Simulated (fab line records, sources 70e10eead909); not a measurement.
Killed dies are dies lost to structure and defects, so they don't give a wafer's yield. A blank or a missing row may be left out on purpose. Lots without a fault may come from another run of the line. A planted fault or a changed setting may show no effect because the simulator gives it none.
Chamber matching | flow nand_harc | NHARC_P_M0_PRE_CLEAN_31 on pecvd-03: 3 sister chambers
The step time 12 s. 3 wafers are shown with their chamber, then 8 later ones without.

WAFERS WITH THEIR CHAMBER
wafer  | chamber | heater_power_w (W)
L784.1 | 1       | 662
L784.4 | 0       | 537
L787.2 | 2       | 706

WAFERS WITHOUT THEIR CHAMBER
wafer  | heater_power_w (W)
L787.4 | 718
L787.5 | 567
L788.1 | 515
L788.4 | 694
L788.6 | 515
L798.2 | 712
L798.3 | 742
L798.6 | 705

WHICH CHAMBER EACH WENT THROUGH
wafer  | from the rows above     | in truth
L787.4 | 2                       | 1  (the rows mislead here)
L787.5 | 0                       | 0
L788.1 | 0                       | 0
L788.4 | can't be placed: 2 or 1 | 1
L788.6 | 0                       | 0
L798.2 | 2                       | 2
L798.3 | 2                       | 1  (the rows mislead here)
L798.6 | 2                       | 2
Placed correctly: 5 of 8. Can't be placed from these rows: 1 (the true chamber is among the candidates in 1). Placed wrongly: 2.
How it was worked out, from the rows above alone: a wafer's distance from a chamber is the root of the sum, over the readings, of the square of ((its reading less the chamber's mean) divided by the reading's scatter). The wafer belongs to the nearest chamber; if the next one is less than 2 further off, it can't be placed. A chamber's mean is the mean of its shown wafers. The scatter: with one shown wafer a chamber, the root of the mean of the squares of how far each hidden wafer lies from its nearest shown one.
